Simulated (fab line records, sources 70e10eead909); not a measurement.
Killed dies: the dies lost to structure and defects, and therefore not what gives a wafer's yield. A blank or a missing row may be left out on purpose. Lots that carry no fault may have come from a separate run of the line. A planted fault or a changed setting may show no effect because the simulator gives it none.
Matching of chambers | flow nandHarc | pecvd-04 running NHARC_A_STAIRCASE_DEP_156: 3 sister chambers
The step deposits SiNx, target thk 50 nm. 6 wafers are shown with their chamber, then 9 later ones without.

WAFERS WITH THEIR CHAMBER
wafer  | chamber | heaterPowerW (W)
L076.5 | 2       | 708
L080.2 | 0       | 731
L080.5 | 2       | 652
L084.3 | 1       | 905
L084.4 | 1       | 859
L084.6 | 0       | 779

WAFERS MISSING THEIR CHAMBER
wafer  | heaterPowerW (W)
L088.2 | 676
L088.4 | 775
L088.5 | 694
L090.2 | 710
L090.5 | 892
L090.6 | 698
L096.2 | 718
L096.5 | 683
L096.6 | 879

EACH ONE'S CHAMBER
wafer  | from the rows above     | in truth
L088.2 | 2                       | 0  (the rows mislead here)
L088.4 | 0                       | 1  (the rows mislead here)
L088.5 | can't be placed: 2 or 0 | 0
L090.2 | can't be placed: 2 or 0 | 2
L090.5 | 1                       | 1
L090.6 | can't be placed: 2 or 0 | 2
L096.2 | can't be placed: 0 or 2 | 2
L096.5 | can't be placed: 2 or 0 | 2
L096.6 | 1                       | 1
Placed correctly: 2 of 9. These rows do not allow placing 5 (true chamber among the candidates in 5). Wrongly placed: 2.
How it was worked out, from the rows above alone: a wafer's distance from a chamber is the root of the sum, over the readings, of the square of ((its reading less the chamber's mean) divided by the reading's scatter). The wafer belongs to the nearest chamber; if the next one is less than 2 further off, it can't be placed. The mean given for a chamber averages the wafers shown for that chamber. The scatter: the root of (the sum of the squares of (reading less its chamber's mean) over the shown wafers, divided by (wafers less chambers)).
